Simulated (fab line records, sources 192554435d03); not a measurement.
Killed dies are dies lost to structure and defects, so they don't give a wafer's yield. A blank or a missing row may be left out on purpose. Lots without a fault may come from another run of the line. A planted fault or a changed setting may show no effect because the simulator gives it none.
A struck lot beside a sound one | flow n5_finfet | 17 steps out of a route of 1938
Sound: wafers L858.2, L858.3, L858.5. Struck: wafer L868.2. (L868.3, L868.6 of the same lot were not struck and are left out.) The cause comes at the end.
At each step with rows: each side's tool, then ch and its chambers, then its first start. Under that, the readings that differ: sound wafers | struck wafers | difference of the means | sigmas: that difference in standard deviations of wafers without a fault.
alike: readings whose means differ by less than 2 such deviations, and words and numbers that are the same on both sides. not compared: withheld readings, readings that some wafer has no value for, bounds like >300 that may hide the same value, and numbers for which the record gives no deviation and whose values overlap.
The two part at a step that has a row with sigmas, a row that says differs or no value, or rows on one side only. Numbers that don't overlap but have no deviation are shown without sigmas and don't part them. A reading that every wafer of one side lacks parts them only if that side has two wafers or more.

first, 9 steps without rows for these wafers: N5_DUMMY_GATE_COAT_34 (time 60 s, resist thk 60 nm); N5_DUMMY_GATE_COAT_35 (time 60 s, resist thk 10 nm); N5_DUMMY_GATE_COAT_28 (time 60 s, resist thk 10 nm); N5_DUMMY_GATE_COAT_09 (resist thk 30 nm); N5_DUMMY_GATE_EBR_11; N5_DUMMY_GATE_SOFTBAKE_10 (time 60 s); N5_DUMMY_GATE_EXPOSE_12 (exposes mask GATE, target cd 25 nm); N5_DUMMY_GATE_PEB_13 (peb time 60 s); N5_DUMMY_GATE_DEVELOP_14 (develop time 30 s).
N5_DUMMY_GATE_CD_MEAS_15: target cd 25.8 nm.
  sound on cd_sem-03 ch 0, day 2 22:10; struck on cd_sem-03 ch 0, day 5 13:07
  alike: cd_nm
N5_DUMMY_GATE_OVL_MEAS_16:
  sound on overlay-01 ch 0, day 2 22:13; struck on overlay-02 ch 0, day 5 13:10
  alike: GATE_OVL
N5_DUMMY_GATE_INSPECT_17: inspects for defects (brightfield).
  sound on defect_inspect-01, day 2 22:16; struck on defect_inspect-01, day 5 13:13
  alike: raw_defect_count
N5_DUMMY_GATE_DESCUM_20: chemistry O2, time 6.2 s.
  sound on rie_diel-02 ch 1,2,3, day 2 22:18; struck on rie_diel-02 ch 0, day 5 13:15
  reading                                         | sound             | struck | difference | sigmas
  oes_product_au (a.u.)                           | 0.88 0.89 0.76    | 0.72   | -0.12      | -2
  throttle_valve_pct (%)                          | 20.40 20.57 20.42 | 20.93  | +0.47      | +2
  model.CAR-EUV_of_DUMMY_GATE_COAT_09.thk_nm (nm) | 26.4 26.4 26.4    | 27.8   | +1.4       |
  alike: drypump_motor_current_A, rf_vpp_V, showerhead_plenum_p_Torr
  not compared: rf_hours_counter_h
N5_DUMMY_GATE_ETCH_29: etches underlayer in N2/H2, target depth 13 nm.
  sound on rie_diel-02 ch 1,2,3, day 2 22:22; struck on rie_diel-02 ch 0, day 5 13:19
  reading                         | sound          | struck | difference | sigmas
  showerhead_plenum_p_Torr (Torr) | 2.69 2.51 2.63 | 2.39   | -0.22      | -2
  alike: drypump_motor_current_A, oes_product_au, rf_vpp_V, throttle_valve_pct
  not compared: rf_hours_counter_h
N5_DUMMY_GATE_ETCH_36: etches SiARC in CF4, target depth 13 nm.
  sound on rie_diel-02 ch 1,2,3, day 2 22:24; struck on rie_diel-02 ch 0, day 5 13:21
  reading                                         | sound          | struck | difference | sigmas
  showerhead_plenum_p_Torr (Torr)                 | 2.26 2.09 2.21 | 2.02   | -0.17      | -2
  model.CAR-EUV_of_DUMMY_GATE_COAT_09.thk_nm (nm) | 11.6 11.8 11.8 | 12.4   | +0.7       |
  alike: drypump_motor_current_A, oes_product_au, rf_vpp_V, throttle_valve_pct
  not compared: rf_hours_counter_h
N5_DUMMY_GATE_ETCH_37: etches SOC in N2/H2, target depth 60 nm, overetch 30 nm.
  sound on rie_diel-02 ch 1,2,3, day 2 22:26; struck on rie_diel-02 ch 0, day 5 13:23
  reading                         | sound          | struck | difference | sigmas
  oes_product_au (a.u.)           | 0.68 0.70 0.59 | 0.56   | -0.10      | -2
  showerhead_plenum_p_Torr (Torr) | 2.69 2.51 2.63 | 2.39   | -0.22      | -2
  alike: drypump_motor_current_A, rf_vpp_V, throttle_valve_pct
  not compared: rf_hours_counter_h
-- the record jumps here: 8 days lie between the struck wafers' starts before and after (it left off in module DUMMY_GATE and takes up again in module BEOL_M4, whose first step shown is number 1111 of the route) --
N5_BEOL_M4_RC_MEAS_101:
  sound on prober-02 ch 0, day 10 21:08; struck on prober-01 ch 0, day 13 16:00
  alike: DIBL_N, DIBL_P, IOFF_N, IOFF_P, ION_N, ION_P, SS_N, SS_P, VT_N, VT_P

WHERE THEY PART
First at N5_DUMMY_GATE_DESCUM_20; last, within this record, at N5_DUMMY_GATE_ETCH_37. Later steps at which nothing parts them and some readings are alike: N5_BEOL_M4_RC_MEAS_101.

WHY: what the simulator had put in
Process parameter drift: rie_diel-02, from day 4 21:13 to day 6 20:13, at N5_DUMMY_GATE_DESCUM_20. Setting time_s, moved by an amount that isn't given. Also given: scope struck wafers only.
